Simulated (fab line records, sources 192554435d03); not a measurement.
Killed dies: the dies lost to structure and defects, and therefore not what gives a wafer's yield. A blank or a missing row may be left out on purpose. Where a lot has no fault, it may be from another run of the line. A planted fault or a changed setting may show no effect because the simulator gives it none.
Lot-split experiment | flow n5 finfet | route with 1938 steps; 7 lots, 21 wafers read

ABOUT THE SPLIT
At N5_BEOL_M7_EXPOSE_25 (exposes mask V6, target cd 40 nm), the setting dose mj was moved away from the recipe's 42.5 on 6 of the 21 wafers read, by -7.5% to +4.2%. For the rest of the wafers, this setting stayed at what the recipe calls for.

FROM THE SPLIT TO THE READING: what the file shows between them, 2 steps
- N5_BEOL_M7_PEB_26: peb time 60 s
- N5_BEOL_M7_DEVELOP_27: develop time 30 s

THE READING
cd nm at N5_BEOL_M7_CD_MEAS_28, given in nm (cd target 40 nm). On this fab line, fault-free wafers typically give 40.04 nm with a standard deviation of 0.22 nm.

wafer  | tool, chamber at the split | dose mj as run | against the recipe | cd nm, nm | against lot-mates on the recipe
L077.2 | euv scanner-01, 0          | 42.5           | recipe             | 39.98     | -
L077.3 | euv scanner-01, 0          | 42.5           | recipe             | 39.91     | -
L077.6 | euv scanner-01, 0          | 44.3           | +4.2%              | 41.19     | +1.25
L081.1 | euv scanner-02, 0          | 42.5           | recipe             | 39.98     | -
L081.4 | euv scanner-02, 0          | 42.5           | recipe             | 39.70     | -
L081.5 | euv scanner-02, 0          | 42.5           | recipe             | 40.02     | -
L082.1 | euv scanner-01, 0          | 42.5           | recipe             | 40.06     | -
L082.5 | euv scanner-01, 0          | 42.5           | recipe             | 40.01     | -
L082.6 | euv scanner-01, 0          | 39.33          | -7.5%              | 38.02     | -2.01
L087.1 | euv scanner-01, 0          | 39.87          | -6.2%              | 38.59     | -1.63
L087.4 | euv scanner-01, 0          | 42.5           | recipe             | 40.22     | -
L087.5 | euv scanner-01, 0          | 39.87          | -6.2%              | 38.61     | -1.61
L089.1 | euv scanner-02, 0          | 42.5           | recipe             | 39.77     | -
L089.3 | euv scanner-02, 0          | 42.5           | recipe             | 39.91     | -
L089.5 | euv scanner-02, 0          | 43.44          | +2.2%              | 40.79     | +0.95
L091.1 | euv scanner-01, 0          | 39.87          | -6.2%              | 38.72     | -1.33
L091.2 | euv scanner-01, 0          | 42.5           | recipe             | 40.15     | -
L091.6 | euv scanner-01, 0          | 42.5           | recipe             | 39.94     | -
L096.1 | euv scanner-02, 0          | 42.5           | recipe             | 40.22     | -
L096.4 | euv scanner-02, 0          | 42.5           | recipe             | 39.74     | -
L096.5 | euv scanner-02, 0          | 42.5           | recipe             | 40.04     | -

FIT RESULTS
A straight line over all 21 wafers: cd nm changes by +0.244 nm for each +1% of dose mj; r = +0.97; the points scatter about the line by 0.17 nm.
The same after taking each lot's own level away (the mean of its wafers on the recipe; 21 wafers): +0.266 nm for each +1%; r = +0.98; scatter 0.15 nm.
On that fit, the largest move of dose mj shifts the reading by 2 nm.
The span of the lots' own levels, 39.840 to 40.220 nm, comes to 1.7 times the standard deviation stated above.
Hence the lot-to-lot level has little effect on the slope; both slopes agree.
Check: for one of the wafers moved furthest among these (-7.5%), held out of the fit, the line's prediction against its lot-mates is -1.92 nm. Against them it came out at -2.01 nm.

OTHER SPLITS ON THESE WAFERS
These wafers also went through other splits before the reading. Each is held against what the fit with the lots' levels taken away leaves over:
other split on the same wafers             | wafers away from the commonest value | r with cd nm (lot level and that fit taken away)
N5_BEOL_M6_ALD_77 co reactant pulse time s | 10                                   | -0.42

THE WHOLE CHAIN: every reading that the file lists as answering this split, in the file's order
step                  | what it does                                                        | reading                                                        | change (the file's fit)               | r (the file's)
N5_BEOL_M7_CD_MEAS_28 | target cd 40 nm                                                     | cd nm                                                          | +0.262 nm for each +1% of the setting | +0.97
N5_BEOL_M7_DESCUM_33  | chemistry O2, time 7 s                                              | BEOL_M7.cd nm (the simulator's own value, which no gauge read) | +0.221 nm for each +1% of the setting | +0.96
N5_BEOL_M7_ETCH_72    | etches underlayer in N2/H2, target depth 6.5 nm, time 5.2 s         | BEOL_M7.cd nm (the simulator's own value, which no gauge read) | +0.23 nm for each +1% of the setting  | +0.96
N5_BEOL_M7_ETCH_66    | etches SOC in N2/H2, target depth 80 nm, overetch 16 nm, time 120 s | BEOL_M7.cd nm (the simulator's own value, which no gauge read) | +0.24 nm for each +1% of the setting  | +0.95

THE FILE'S OWN FIT
cd nm changes by +0.262 nm for each +1% of dose mj, r = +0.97.
